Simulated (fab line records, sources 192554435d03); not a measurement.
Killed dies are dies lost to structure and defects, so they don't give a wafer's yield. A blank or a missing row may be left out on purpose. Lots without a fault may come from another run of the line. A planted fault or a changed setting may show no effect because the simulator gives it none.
fab line records | flow n5_finfet
record lots=9 wafers=27 last_day=19
route steps=1938 shown SD_EPI_N@288 SD_EPI_P@310 SD_ACTIVATION@331 ILD0@339 BEOL_M4@1111 PASSIVATION@1936
lots that met no fault: from a run of the same line without faults
start_h: hours from the record's first day to the start of the lot's first wafer shown | wait_h: hours since the lot's step before | " the same as in the row above | L1.1+2: a row that stands for several wafers | - no value, or no start given | * or withheld: withheld | < > ~ a bound
route shown NAME@n: a module of which the file shows steps, and the number in the route of the first | usual: mean/standard deviation of fault-free wafers | same: alike in all rows | chamber/n: place in a boat | sites: the reading at each site | _std_site: their standard deviation | _edge_site: outer sites' mean less inner sites' | radius_mm: how far each site lies from the wafer's centre | mask NAME#n: copy n | behind: the tool/chamber that last shaped the wafer | hold: why the lot was held/for how many hours/how that ended | device: the transistor (n, p or np) that didn't switch | end of line: the same wafers' tests at the end of the route | a step without rows: its recipe alone | killed: dies lost to structure and defects at the first sort, not the wafer's yield | map: a wafer's dies, x killed, . not, _ none there
set.NAME: the setting as run; set.NAME@STEP: as run at that earlier step | model.NAME: the simulator's own value behind a step, which no gauge read
steps of the route over a sample of lots; a table a step, a row a wafer
services: from which hour (start_h, from the record's first day; less than 0 if before it) a tool's chamber was out of use, for how many hours, and why
## steps
# step N5_SD_EPI_N_EPI_21
# recipe material=Si:P dopant=P temp_c=680 pressure_torr=255 time_s=690
# usual susceptor_temp_C=680.0/0.33
# columns lot.wafer tool chamber start_h wait_h susceptor_temp_C
L948.1 epi_rpcvd-03 0 50.31 0.1 680.1
L948.2 " 0 " " 680.1
L948.6 " 0 51.71 1.4 679.8
L949.2 epi_rpcvd-02 0 56.13 0.5 679.6
L949.3 " 0 " " 679.9
L949.5 " 0 " " 679.8
L950.1 epi_rpcvd-02 0 63.55 0.2 680.0
L950.4 " 0 64.67 1.2 680.7
L950.5 " 0 " " 679.9
L951.2 epi_rpcvd-02 0 69.17 0.4 680.4
L951.3 " 0 " " 680.2
L951.4 " 0 " " 680.3
L956.2 epi_rpcvd-02 0 98.64 0.4 680.0
L956.3 " 0 " " 679.6
L956.5 " 0 " " 679.9
L957.2 epi_rpcvd-02 0 104.63 0.4 680.0
L957.3 " 0 " " 680.1
L957.5 " 0 " " 679.9
L959.1 epi_rpcvd-02 0 117.74 0.1 679.7
L959.2 " 0 " " 679.5
L959.5 " 0 " " 680.0
L969.2 epi_rpcvd-02 0 178.78 0.4 680.6
L969.3 " 0 " " 680.2
L969.5 " 0 " " 680.2
L971.3 epi_rpcvd-02 0 190.34 0.7 680.6
L971.5 " 0 " " 680.8
L971.6 " 0 " " 680.6
# step N5_SD_EPI_P_ETCHBACK_46
# recipe chemistry=CH3F/O2 mode=anisotropic_etchback target=SiNx target_depth_a=175 stop_on=SiO2 over_etch_frac=0.3 ion_energy_ev=120 pressure_mtorr=30 source_w=395 bias_w=73 Ar_flow_sccm=150 CH3F_flow_sccm=30 O2_flow_sccm=20
# usual CH3F_flow_sccm=30.01/0.09 drypump_motor_current_A=5.7/0.44 oes_product_au=0.69/0.078 rf_vpp_V=299.7/1.9 showerhead_plenum_p_Torr=2.01/0.082 throttle_valve_pct=16.31/0.21
# columns lot.wafer tool chamber start_h wait_h CH3F_flow_sccm drypump_motor_current_A oes_product_au rf_hours_counter_h rf_vpp_V showerhead_plenum_p_Torr throttle_valve_pct
L948.1 rie_diel-02 2 53.55 0.0 30.02 5.6 0.66 130 302.0 2.08 16.16
L948.2 " 3 " " 30.08 5.9 0.66 104 294.5 2.01 16.03
L948.6 " 2 " " 30.09 5.7 0.66 - 301.3 2.08 16.15
L949.2 rie_diel-03 3 59.42 0.0 30.14 5.9 0.66 136 298.1 2.00 16.34
L949.3 " 2 " " 30.18 6.3 0.62 189 301.0 2.07 16.51
L949.5 " 3 " " 30.01 5.9 0.66 - 297.5 2.00 16.32
L950.1 rie_diel-06 2 67.32 0.0 30.01 6.2 0.70 88 297.9 1.86 16.19
L950.4 " 3 " " 30.03 5.4 0.82 - 302.6 2.14 15.87
L950.5 " 2 " " 29.95 6.2 0.70 - 297.4 1.86 16.19
L951.2 rie_diel-06 2 72.28 0.0 29.97 6.2 0.70 90 299.5 1.85 16.21
L951.3 " 1 " " 29.98 5.1 0.62 195 299.0 1.90 16.59
L951.4 " 2 " " 30.02 6.2 0.70 - 297.6 1.86 16.20
L956.2 rie_diel-02 3 101.60 0.0 30.02 5.9 0.65 117 294.6 2.01 16.06
L956.3 " 0 " " 30.06 4.7 0.59 225 300.7 2.07 16.60
L956.5 " 0 " " 30.06 4.6 0.60 - 299.9 2.06 16.61
L957.2 rie_diel-02 3 107.52 0.0 29.89 5.9 0.65 120 294.7 2.01 16.06
L957.3 " 1 " " 29.94 5.1 0.63 206 298.8 2.06 16.39
L957.5 " 2 " " 30.08 5.7 0.65 - 301.7 2.08 16.18
L959.1 rie_diel-03 3 120.82 0.0 29.91 5.9 0.65 153 297.9 2.00 16.38
L959.2 " 2 " " 30.07 6.4 0.61 207 302.1 2.06 16.55
L959.5 " 3 " " 30.07 5.9 0.65 - 297.9 2.00 16.37
L969.2 rie_diel-06 2 181.75 0.0 29.93 6.2 0.67 121 297.7 1.84 16.25
L969.3 " 1 " " 29.87 5.1 0.60 224 299.9 1.89 16.64
L969.5 " 1 " " 29.83 5.1 0.61 - 299.9 1.89 16.63
L971.3 rie_diel-06 2 193.08 0.0 30.09 6.2 0.67 124 299.2 1.84 16.25
L971.5 " 3 " " 30.09 5.4 0.75 - 301.7 2.12 15.94
L971.6 " 0 " " 30.10 5.9 0.78 - 298.8 1.96 16.29
# step N5_SD_ACTIVATION_LSA_01
# recipe temp_c=1080 time_s=0.0008 ambient=N2
# usual wafer_temp_C_max=1084.1/0.87
# columns lot.wafer tool chamber start_h wait_h wafer_temp_C_max
L948.1 laser_anneal-01 0 57.93 0.2 1084.5
L948.2 " 0 " " 1084.0
L948.6 " 0 " " 1083.8
L949.2 laser_anneal-02 0 62.99 0.2 1083.8
L949.3 " 0 " " 1083.5
L949.5 " 0 " " 1085.0
L950.1 laser_anneal-01 0 72.81 0.2 1084.0
L950.4 " 0 " " 1083.8
L950.5 " 0 " " 1084.3
L951.2 laser_anneal-02 0 76.14 0.2 1085.3
L951.3 " 0 " " 1084.5
L951.4 " 0 " " 1083.8
L956.2 laser_anneal-01 0 107.13 0.2 1083.1
L956.3 " 0 " " 1083.6
L956.5 " 0 " " 1083.9
L957.2 laser_anneal-02 0 113.04 0.2 1083.6
L957.3 " 0 " " 1084.9
L957.5 " 0 " " 1084.9
L959.1 laser_anneal-01 0 125.19 0.2 1083.8
L959.2 " 0 " " 1084.4
L959.5 " 0 " " 1084.9
L969.2 laser_anneal-02 0 185.53 0.2 1086.8
L969.3 " 0 " " 1084.5
L969.5 " 0 " " 1085.4
L971.3 laser_anneal-02 0 196.70 0.2 1084.2
L971.5 " 0 " " 1084.3
L971.6 " 0 " " 1082.7
# step N5_SD_ACTIVATION_RS_MEAS_03
# recipe thk_meas_gauge=four-point-probe
# usual RS_SD_N=21.89/0.29 RS_SD_P=55.8/0.98
# columns lot.wafer tool chamber start_h wait_h RS_SD_N[ohm/sq] RS_SD_P[ohm/sq]
L948.1 film_metro-01 - 58.13 0.2 21.68 56.0
L948.2 " - " " 21.87 55.7
L948.6 " - " " 22.08 56.5
L949.2 film_metro-02 - 63.18 0.2 22.08 55.6
L949.3 " - " " 22.12 54.7
L949.5 " - " " 22.21 55.4
L950.1 film_metro-01 - 73.01 0.2 21.88 54.6
L950.4 " - " " 22.02 55.1
L950.5 " - " " 21.77 54.1
L951.2 film_metro-01 - 76.34 0.2 21.80 55.9
L951.3 " - " " 21.76 56.8
L951.4 " - " " 21.42 55.8
L956.2 film_metro-01 - 107.34 0.2 22.15 56.1
L956.3 " - " " 22.31 56.9
L956.5 " - " " 21.98 56.4
L957.2 film_metro-02 - 113.23 0.2 23.44 57.4
L957.3 " - " " 23.15 56.5
L957.5 " - " " 23.39 55.8
L959.1 film_metro-01 - 125.40 0.2 23.70 55.2
L959.2 " - " " 23.72 54.6
L959.5 " - " " 23.64 55.2
L969.2 film_metro-01 - 185.72 0.2 21.78 55.0
L969.3 " - " " 21.94 55.9
L969.5 " - " " 21.77 56.2
L971.3 film_metro-02 - 196.89 0.2 21.69 56.4
L971.5 " - " " 22.06 55.8
L971.6 " - " " 22.42 56.2
# step N5_ILD0_THK_MEAS_04
# usual thk_nm=197.6/0.89
# columns lot.wafer tool chamber start_h wait_h thk_nm
L948.1 film_metro-02 - 61.24 - 197.8
L948.2 " - " " 197.7
L948.6 " - " " 196.8
L949.2 film_metro-01 - 66.28 - 198.1
L949.3 " - " " 197.3
L949.5 " - " " 197.0
L950.1 film_metro-01 - 76.03 - 198.3
L950.4 " - " " 198.4
L950.5 " - " " 198.0
L951.2 film_metro-01 - 79.33 - 198.1
L951.3 " - " " 197.8
L951.4 " - " " 198.2
L956.2 film_metro-02 - 110.34 - 198.0
L956.3 " - " " 197.6
L956.5 " - " " 196.3
L957.2 film_metro-02 - 116.23 - 197.6
L957.3 " - " " 198.0
L957.5 " - " " 197.6
L959.1 film_metro-02 - 128.41 - 198.1
L959.2 " - " " 198.7
L959.5 " - " " 197.5
L969.2 film_metro-01 - 188.85 - 196.3
L969.3 " - " " 197.7
L969.5 " - " " 197.6
L971.3 film_metro-01 - 199.87 - 198.4
L971.5 " - " " 196.9
L971.6 " - " " 198.6
# step N5_BEOL_M4_RC_MEAS_101
# usual DIBL_N=36.0/1.4 DIBL_P=36.1/1.4 IOFF_N=0.153/0.02 IOFF_P=0.211/0.026 ION_N=673/8.7 ION_P=463/6.7 RC_DENSE_N=18.9/0.35 RC_N=15.42/0.28 REXT_N=75.6/1.8 RS_SD_N=28.3/0.35 SS_N=71.5/0.5 SS_P=73.3/0.54 VT_N=250.1/2.4 VT_P=-250.2/2.9
# columns lot.wafer tool chamber start_h wait_h DIBL_N[mV/V] DIBL_P[mV/V] IOFF_N[nA/um] IOFF_P[nA/um] ION_N[uA/um] ION_P[uA/um] RC_DENSE_N[ohm.um] RC_N[ohm.um] REXT_N[ohm.um] RS_SD_N[ohm/sq] SS_N[mV/dec] SS_P[mV/dec] VT_N[mV] VT_P[mV]
L948.1 prober-02 0 180.51 0.0 35.0 36.0 0.147 0.215 681 478 19.0 15.28 79.0 28.4 70.4 72.5 248.7 -247.8
L948.2 " 0 " " 34.5 34.9 0.134 0.201 671 469 18.7 15.25 77.5 28.2 71.1 72.2 251.1 -247.9
L948.6 " 0 " " 35.7 36.5 0.149 0.231 675 472 18.1 14.87 78.2 28.6 71.2 72.7 250.3 -247.5
L949.2 prober-01 0 180.76 0.2 36.9 35.7 0.169 0.195 674 459 18.2 14.89 74.2 29.1 72.0 73.6 250.0 -252.6
L949.3 " 0 " " 34.7 33.8 0.130 0.173 668 460 18.6 15.29 75.2 28.7 71.6 72.5 255.9 -253.0
L949.5 " 0 " " 35.8 34.9 0.143 0.187 673 456 18.6 15.29 75.5 28.8 71.6 73.9 253.5 -253.9
L951.2 prober-01 0 188.82 0.2 38.0 35.9 0.154 0.196 667 454 18.6 15.22 75.7 28.1 71.5 73.9 250.2 -250.9
L951.3 " 0 " " 37.3 34.0 0.138 0.168 668 448 19.1 15.51 75.3 27.8 71.7 72.9 249.0 -253.1
L951.4 " 0 " " 37.5 34.4 0.139 0.178 671 457 19.2 15.54 74.1 27.8 71.3 73.1 252.9 -254.4
L950.1 prober-01 0 204.75 0.0 35.9 37.2 0.165 0.230 680 463 19.3 15.76 76.8 27.7 71.5 74.1 247.7 -247.0
L950.4 " 0 " " 34.6 35.3 0.135 0.205 672 465 19.5 15.79 78.5 28.6 71.2 73.6 252.1 -247.1
L950.5 " 0 " " 34.8 35.5 0.134 0.207 662 465 19.0 15.46 76.7 28.2 71.1 73.3 254.0 -249.6
L956.2 prober-01 0 239.37 0.2 37.4 38.2 0.177 0.241 680 465 18.6 15.28 77.1 28.6 72.0 73.2 249.7 -247.3
L956.3 " 0 " " 36.4 36.8 0.162 0.219 678 466 18.6 15.21 77.9 28.4 71.5 72.6 248.2 -247.1
L956.5 " 0 " " 38.7 39.7 0.215 0.275 690 469 18.4 15.11 77.0 28.4 72.2 73.7 247.5 -246.1
L957.2 prober-01 0 246.75 0.2 32.8 35.7 0.113 0.202 647 464 20.4 16.61 85.8 30.4 70.9 73.1 254.6 -249.8
L957.3 " 0 " " 32.5 35.0 0.103 0.192 651 464 20.8 16.99 86.8 30.1 70.3 73.6 256.6 -248.7
L957.5 " 0 " " 33.9 36.7 0.122 0.220 663 470 20.2 16.40 85.2 30.2 71.6 73.2 253.7 -248.1
L959.1 prober-02 0 262.70 0.0 32.0 35.3 0.102 0.196 637 457 20.5 16.86 83.1 30.7 71.1 73.2 258.6 -250.8
L959.2 " 0 " " 32.5 35.4 0.113 0.199 664 462 20.9 17.20 83.7 30.7 70.8 73.5 257.2 -251.9
L959.5 " 0 " " 34.7 38.1 0.139 0.238 660 470 20.7 16.75 83.4 30.6 71.8 73.6 253.9 -248.4
L971.3 prober-01 0 327.55 0.3 34.3 36.0 0.141 0.198 673 466 18.7 15.20 78.2 27.8 71.7 73.2 251.4 -252.4
L971.5 " 0 " " 33.8 35.2 0.135 0.188 665 460 19.2 15.54 79.7 28.5 71.2 73.0 251.8 -251.7
L971.6 " 0 " " 34.8 36.4 0.147 0.205 668 463 18.8 15.49 79.0 28.7 71.6 73.7 250.1 -252.6
L969.2 prober-02 0 347.19 0.2 34.5 36.3 0.150 0.208 664 459 18.8 15.36 77.9 28.4 70.8 73.9 246.7 -250.5
L969.3 " 0 " " 33.6 33.6 0.121 0.162 659 449 19.0 15.49 78.6 28.3 70.5 73.1 250.9 -253.8
L969.5 " 0 " " 34.5 35.7 0.142 0.187 665 454 19.3 15.69 77.9 28.4 70.2 72.9 249.3 -254.0
# step N5_PASSIVATION_PROBE_49
# usual defect_limited_yield=91.2/1.4 killed_at_M0_to_M3=34/9.7 killed_at_M4_up=14/5.2 killed_at_contacts=13/6.7 killed_at_front_end=39/11 killed_at_other=3.6/2.6 killed_dies=104/17 killed_open=69/12 killed_short=34/8.2 sort_bin_5_function=5.3/0.89 sort_bin_6_memory=3.2/0.69 sort_bin_8_speed=0/0 sort_n_pass=1076/17 sort_yield_pct=91.2/1.4
# same gross_dies=1180 killed_at_back_side=0 sort_bin_4_leakage[%]=0
# columns lot.wafer tool chamber start_h wait_h defect_limited_yield[%] killed_at_M0_to_M3 killed_at_M4_up killed_at_contacts killed_at_front_end killed_at_other killed_dies killed_open killed_short sort_bin_5_function[%] sort_bin_6_memory[%] sort_bin_8_speed[%] sort_n_pass sort_yield_pct[%]
L948.1 prober-02 - 282.97 0.0 91.4 29 14 13 44 2 102 70 32 4.9 3.3 0 1078 91.4
L948.2 prober-02 - 283.02 0.1 90.7 30 14 8 52 6 110 77 31 5.8 3.1 0 1070 90.7
L948.6 prober-02 - 283.22 0.3 92.9 28 8 3 43 2 84 56 28 4.3 2.4 0 1096 92.9
L949.2 prober-02 - 283.32 0.2 93.7 24 13 8 27 2 74 45 29 3.5 2.5 0 1106 93.7
L949.3 prober-02 - 283.37 0.3 91.3 28 25 14 34 2 103 76 27 6.2 2.5 0 1077 91.3
L949.5 prober-02 - 283.47 0.4 91.1 24 19 21 36 5 105 63 42 5.3 3.0 0 1075 91.1
L951.2 prober-02 - 293.24 0.1 91.3 40 9 10 40 4 103 83 19 5.8 2.8 0 1077 91.3
L951.3 prober-02 - 293.29 0.1 91.2 48 13 8 32 3 104 63 38 6.2 2.5 0 1076 91.2
L951.4 prober-02 - 293.34 0.2 92.0 37 16 8 28 5 94 62 31 4.7 3.1 0 1086 92.0
L950.1 prober-01 - 315.11 0.0 91.6 25 18 13 40 3 99 73 22 4.9 3.1 0 1081 91.6
L950.4 prober-01 - 315.26 0.2 89.7 39 6 17 55 4 121 86 31 5.9 4.0 0 1059 89.7
L950.5 prober-01 - 315.31 0.2 91.9 33 11 16 33 3 96 61 33 4.7 2.9 0 1084 91.9
L956.2 prober-02 - 348.57 0.1 90.4 48 16 15 33 1 113 73 40 5.9 3.1 0 1067 90.4
L956.3 prober-02 - 348.62 0.1 90.8 37 22 17 27 6 109 71 38 6.2 3.0 0 1071 90.8
L956.5 prober-02 - 348.72 0.2 89.9 47 17 16 37 2 119 84 35 5.9 3.7 0 1061 89.9
L957.2 prober-01 - 353.68 0.1 92.2 30 11 6 41 4 92 52 38 4.7 3.0 0 1088 92.2
L957.3 prober-01 - 353.73 0.1 92.2 30 11 2 48 1 92 68 23 4.3 3.1 0 1088 92.2
L957.5 prober-01 - 353.83 0.2 91.9 36 7 5 43 5 96 57 38 4.5 3.4 0 1084 91.9
L959.1 prober-02 - 361.38 0.0 89.2 32 13 13 66 4 128 85 36 5.1 4.8 0.25 1049 88.9
L959.2 prober-02 - 361.43 0.1 90.3 35 17 6 50 6 114 69 44 6.3 3.1 0 1066 90.3
L959.5 prober-02 - 361.58 0.2 91.9 23 12 7 46 7 95 67 28 5.1 2.7 0 1085 91.9
L971.3 prober-01 - 427.16 0.1 93.5 24 12 9 30 2 77 48 29 4.0 2.3 0 1103 93.5
L971.5 prober-01 - 427.26 0.2 94.6 20 9 4 30 1 64 42 21 4.0 1.4 0 1116 94.6
L971.6 prober-01 - 427.31 0.3 90.3 40 15 13 43 3 114 81 32 5.8 3.8 0 1066 90.3
L969.2 prober-01 - 452.18 0.1 90.7 39 13 5 50 3 110 71 36 5.8 2.8 0 1070 90.7
L969.3 prober-01 - 452.23 0.1 90.7 43 7 13 44 3 110 70 40 5.5 3.5 0 1070 90.7
L969.5 prober-01 - 452.33 0.2 92.0 28 5 17 42 2 94 64 29 4.7 3.2 0 1086 92.0
# killed by level:class
L948.1 MOL_CONTACT_COAG:geometric_particle:open=11 FIN_SAQP:geometric_particle:open=10 BEOL_M4:geometric_particle:open=9 BEOL_M1:geometric_particle:open=8 FIN_SAQP:geometric_particle:short=7 STI_FIN_REVEAL:geometric_particle:open=5 GATE_CUT:geometric_particle:open=5 BEOL_M2:geometric_particle:open=5
L948.2 FIN_SAQP:geometric_particle:open=16 BEOL_M3:geometric_particle:open=13 STARTING-WAFER:geometric_particle:open=8 STI_FIN_REVEAL:geometric_particle:open=6 FIN_SAQP:geometric_particle:short=5 BEOL_M4:geometric_particle:open=5 BEOL_M3:geometric_particle:short=4 DUMMY_GATE:geometric_particle:open=4
L948.6 FIN_SAQP:geometric_particle:short=11 FIN_SAQP:geometric_particle:open=8 GATE_CUT:geometric_particle:open=7 BEOL_M1:geometric_particle:open=7 STI_FIN_REVEAL:geometric_particle:open=6 GATE_CUT:geometric_particle:short=6 BEOL_M3:geometric_particle:open=5 BEOL_M0_SAQP:geometric_particle:short=4
L949.2 MOL_CONTACT_COAG:geometric_particle:open=7 FIN_SAQP:geometric_particle:short=6 BEOL_M0_SAQP:geometric_particle:short=6 STI_FIN_REVEAL:geometric_particle:open=5 BEOL_M1:geometric_particle:open=5 BEOL_M4:geometric_particle:open=5 STARTING-WAFER:geometric_particle:short=4 FIN_SAQP:geometric_particle:open=3
L949.3 MOL_CONTACT_COAG:geometric_particle:open=12 FIN_SAQP:geometric_particle:open=9 BEOL_M0_SAQP:geometric_particle:open=9 DUMMY_GATE:geometric_particle:open=8 STI_FIN_REVEAL:geometric_particle:open=7 BEOL_M0_SAQP:geometric_particle:short=6 BEOL_M1:geometric_particle:open=5 BEOL_M4:geometric_particle:open=5
L949.5 MOL_CONTACT_COAG:geometric_particle:open=15 BEOL_M4:geometric_particle:open=11 FIN_SAQP:geometric_particle:short=9 BEOL_M0_SAQP:geometric_particle:short=7 GATE_CUT:geometric_particle:open=6 MOL_CONTACT_COAG:geometric_particle:short=6 FIN_SAQP:geometric_particle:open=5 STI_FIN_REVEAL:geometric_particle:open=4
L951.2 STI_FIN_REVEAL:geometric_particle:open=18 BEOL_M2:geometric_particle:open=18 FIN_SAQP:geometric_particle:open=8 MOL_CONTACT_COAG:geometric_particle:open=8 BEOL_M3:geometric_particle:open=6 BEOL_M4:geometric_particle:open=5 DUMMY_GATE:geometric_particle:open=4 BEOL_M0_SAQP:geometric_particle:open=4
L951.3 BEOL_M3:geometric_particle:open=16 BEOL_M1:geometric_particle:short=8 MOL_CONTACT_COAG:geometric_particle:open=7 FIN_SAQP:geometric_particle:open=6 GATE_CUT:geometric_particle:short=6 BEOL_M0_SAQP:geometric_particle:open=6 BEOL_M0_SAQP:geometric_particle:short=5 BEOL_M2:geometric_particle:open=5
L951.4 BEOL_M3:geometric_particle:open=12 STI_FIN_REVEAL:geometric_particle:open=10 MOL_CONTACT_COAG:geometric_particle:open=7 BEOL_M2:geometric_particle:open=7 BEOL_M4:geometric_particle:open=6 BEOL_M0_SAQP:geometric_particle:short=5 BEOL_M1:geometric_particle:short=4 FIN_SAQP:geometric_particle:short=3
L950.1 FIN_SAQP:geometric_particle:open=15 MOL_CONTACT_COAG:geometric_particle:open=11 BEOL_M4:geometric_particle:open=11 BEOL_M0_SAQP:geometric_particle:open=9 BEOL_M3:geometric_particle:open=8 FIN_SAQP:geometric_particle:short=4 STARTING-WAFER:geometric_particle:open=4 STI_FIN_REVEAL:geometric_particle:open=3
L950.4 STI_FIN_REVEAL:geometric_particle:open=16 FIN_SAQP:geometric_particle:open=15 MOL_CONTACT_COAG:geometric_particle:open=15 BEOL_M0_SAQP:geometric_particle:open=11 BEOL_M3:geometric_particle:open=9 FIN_SAQP:geometric_particle:short=8 BEOL_M0_SAQP:geometric_particle:short=6 BEOL_M1:geometric_particle:open=5
L950.5 MOL_CONTACT_COAG:geometric_particle:open=12 BEOL_M2:geometric_particle:open=11 BEOL_M0_SAQP:geometric_particle:open=9 BEOL_M4:geometric_particle:open=8 BEOL_M0_SAQP:geometric_particle:short=7 FIN_SAQP:geometric_particle:short=6 FIN_SAQP:geometric_particle:open=4 DUMMY_GATE:geometric_particle:open=4
L956.2 BEOL_M0_SAQP:geometric_particle:short=14 BEOL_M1:geometric_particle:open=14 MOL_CONTACT_COAG:geometric_particle:open=13 BEOL_M0_SAQP:geometric_particle:open=9 DUMMY_GATE:geometric_particle:open=7 FIN_SAQP:geometric_particle:short=6 BEOL_M4:geometric_particle:open=6 BEOL_M2:geometric_particle:open=5
L956.3 MOL_CONTACT_COAG:geometric_particle:open=12 BEOL_M1:geometric_particle:open=11 BEOL_M4:geometric_particle:open=9 DUMMY_GATE:geometric_particle:open=8 BEOL_M0_SAQP:geometric_particle:open=8 BEOL_M0_SAQP:geometric_particle:short=7 FIN_SAQP:geometric_particle:short=5 STI_FIN_REVEAL:geometric_particle:open=5
L956.5 BEOL_M1:geometric_particle:open=18 MOL_CONTACT_COAG:geometric_particle:open=12 STI_FIN_REVEAL:geometric_particle:open=8 BEOL_M4:geometric_particle:open=8 BEOL_M3:geometric_particle:open=7 FIN_SAQP:geometric_particle:short=6 DUMMY_GATE:geometric_particle:open=5 GATE_CUT:geometric_particle:short=5
L957.2 FIN_SAQP:geometric_particle:open=13 FIN_SAQP:geometric_particle:short=12 MOL_CONTACT_COAG:geometric_particle:open=6 BEOL_M1:geometric_particle:open=6 STI_FIN_REVEAL:geometric_particle:open=5 BEOL_M3:geometric_particle:open=5 BEOL_M2:geometric_particle:short=4 BEOL_M4:geometric_particle:short=4
L957.3 FIN_SAQP:geometric_particle:open=13 BEOL_M3:geometric_particle:open=13 FIN_SAQP:geometric_particle:short=10 STI_FIN_REVEAL:geometric_particle:open=10 BEOL_M1:geometric_particle:open=8 BEOL_M4:geometric_particle:open=6 BEOL_M5:geometric_particle:open=5 BEOL_M0_SAQP:geometric_particle:open=3
L957.5 FIN_SAQP:geometric_particle:short=16 BEOL_M1:geometric_particle:open=10 FIN_SAQP:geometric_particle:open=9 STI_FIN_REVEAL:geometric_particle:open=6 BEOL_M0_SAQP:geometric_particle:short=5 STARTING-WAFER:geometric_particle:open=4 BEOL_M0_SAQP:geometric_particle:open=4 BEOL_M3:geometric_particle:open=4
L959.1 FIN_SAQP:geometric_particle:open=17 STI_FIN_REVEAL:geometric_particle:open=17 MOL_CONTACT_COAG:geometric_particle:open=11 FIN_SAQP:geometric_particle:short=8 GATE_CUT:geometric_particle:short=7 BEOL_M0_SAQP:geometric_particle:short=7 BEOL_M2:geometric_particle:open=7 HKMG_FIN:area_etch=6
L959.2 FIN_SAQP:geometric_particle:short=15 BEOL_M0_SAQP:geometric_particle:open=9 BEOL_M2:geometric_particle:open=9 STI_FIN_REVEAL:geometric_particle:open=8 GATE_CUT:geometric_particle:short=6 BEOL_M1:geometric_particle:open=6 BEOL_M4:geometric_particle:open=5 FIN_SAQP:geometric_particle:open=4
L959.5 STI_FIN_REVEAL:geometric_particle:open=14 FIN_SAQP:geometric_particle:open=8 BEOL_M3:geometric_particle:open=6 MOL_CONTACT_COAG:geometric_particle:open=6 DUMMY_GATE:geometric_particle:open=5 FIN_SAQP:geometric_particle:short=4 ILD0:geometric_particle:short=4 BEOL_M0_SAQP:geometric_particle:short=4
L971.3 BEOL_M0_SAQP:geometric_particle:short=11 FIN_SAQP:geometric_particle:open=10 STI_FIN_REVEAL:geometric_particle:open=6 MOL_CONTACT_COAG:geometric_particle:open=5 BEOL_M8:geometric_particle:open=5 MOL_CONTACT_COAG:geometric_particle:short=4 BEOL_M0_SAQP:geometric_particle:open=4 BEOL_M4:geometric_particle:open=4
L971.5 FIN_SAQP:geometric_particle:open=9 BEOL_M2:geometric_particle:open=7 BEOL_M0_SAQP:geometric_particle:open=6 STI_FIN_REVEAL:geometric_particle:open=5 GATE_CUT:geometric_particle:short=5 FIN_SAQP:geometric_particle:short=3 STI_FIN_REVEAL:geometric_particle:short=3 MOL_CONTACT_COAG:geometric_particle:open=3
L971.6 FIN_SAQP:geometric_particle:open=21 MOL_CONTACT_COAG:geometric_particle:open=9 BEOL_M2:geometric_particle:open=9 BEOL_M3:geometric_particle:open=9 STI_FIN_REVEAL:geometric_particle:open=7 BEOL_M0_SAQP:geometric_particle:open=7 BEOL_M0_SAQP:geometric_particle:short=5 BEOL_M1:geometric_particle:short=5
L969.2 STI_FIN_REVEAL:geometric_particle:open=14 BEOL_M2:geometric_particle:open=13 BEOL_M0_SAQP:geometric_particle:short=10 FIN_SAQP:geometric_particle:open=8 FIN_SAQP:geometric_particle:short=8 BEOL_M3:geometric_particle:open=6 BEOL_M0_SAQP:geometric_particle:open=5 ILD0:geometric_particle:short=3
L969.3 BEOL_M0_SAQP:geometric_particle:open=12 FIN_SAQP:geometric_particle:short=11 BEOL_M2:geometric_particle:open=10 STI_FIN_REVEAL:geometric_particle:open=9 MOL_CONTACT_COAG:geometric_particle:open=9 BEOL_M0_SAQP:geometric_particle:short=9 FIN_SAQP:geometric_particle:open=7 ILD0:geometric_particle:open=6
L969.5 MOL_CONTACT_COAG:geometric_particle:open=14 FIN_SAQP:geometric_particle:open=12 STI_FIN_REVEAL:geometric_particle:open=7 BEOL_M0_SAQP:geometric_particle:short=7 BEOL_M0_SAQP:geometric_particle:open=6 BEOL_M2:geometric_particle:open=6 FIN_SAQP:geometric_particle:short=5 DUMMY_GATE:geometric_particle:open=5
## services
# columns tool chamber start_h hours kind
rie_diel-06 3 29.28 - clean
rie_diel-06 3 29.28 - consumable_replace:focus_ring
rie_diel-06 3 29.28 - consumable_replace:showerhead
rie_diel-06 3 29.28 20.4 scheduled_down
rie_diel-06 3 29.28 20.4 vent_cycle
rie_diel-03 0 33.72 4.2 repair
rie_diel-06 1 40.80 2.8 repair
rie_diel-06 0 60.37 12.3 repair
rie_diel-06 0 72.68 - clean
rie_diel-06 0 72.68 - consumable_replace:focus_ring
rie_diel-06 0 72.68 19.8 scheduled_down
rie_diel-06 0 72.68 19.8 vent_cycle
laser_anneal-01 - 79.69 1.2 repair
rie_diel-06 1 87.89 3.7 repair
laser_anneal-01 - 92.99 5.2 pm
rie_diel-03 1 98.65 2.6 repair
laser_anneal-01 - 99.41 0.5 repair
rie_diel-03 1 111.75 7.1 repair
rie_diel-03 0 112.81 4.5 repair
laser_anneal-01 - 114.00 8.3 pm
laser_anneal-02 - 122.25 3.1 pm
rie_diel-02 0 177.29 - clean
rie_diel-02 0 177.29 - consumable_replace:focus_ring
rie_diel-02 0 177.29 24.5 scheduled_down
## key
first_sign step=N5_SD_ACTIVATION_RS_MEAS_03 reading=RS_SD_N direction=up sigmas=5.5 usual=21.89 struck=23.50
effect step=N5_BEOL_M4_RC_MEAS_101 reading=RS_SD_N direction=up sigmas=6.2 usual=28.3 struck=30.5
effect step=N5_BEOL_M4_RC_MEAS_101 reading=REXT_N direction=up sigmas=4.9 usual=75.6 struck=84.6
effect step=N5_BEOL_M4_RC_MEAS_101 reading=RC_N direction=up sigmas=4.9 usual=15.42 struck=16.80
effect step=N5_BEOL_M4_RC_MEAS_101 reading=RC_DENSE_N direction=up sigmas=4.8 usual=18.9 struck=20.6
effect step=N5_BEOL_M4_RC_MEAS_101 reading=VT_N direction=up sigmas=2.4 usual=250.1 struck=255.8
effect step=N5_BEOL_M4_RC_MEAS_101 reading=ION_N direction=down sigmas=2.3 usual=673 struck=654
effect step=N5_BEOL_M4_RC_MEAS_101 reading=DIBL_N direction=down sigmas=2.2 usual=36.0 struck=33.1
effect step=N5_BEOL_M4_RC_MEAS_101 reading=IOFF_N direction=down sigmas=1.9 usual=0.153 struck=0.115
met_at N5_SD_EPI_N_EPI_21
struck_lots L957,L959
not_acting_at N5_SD_EPI_P_ETCHBACK_46,N5_SD_ACTIVATION_LSA_01,N5_ILD0_THK_MEAS_04
onset_between 98.64 104.63
fault kind=process_parameter_drift tool=epi_rpcvd-02 chamber=- onset_h=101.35 steps=N5_SD_EPI_N_EPI_21 channel=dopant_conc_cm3 offset=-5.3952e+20 shape=step end_h=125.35 acts_in=these_recipes_only stated=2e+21
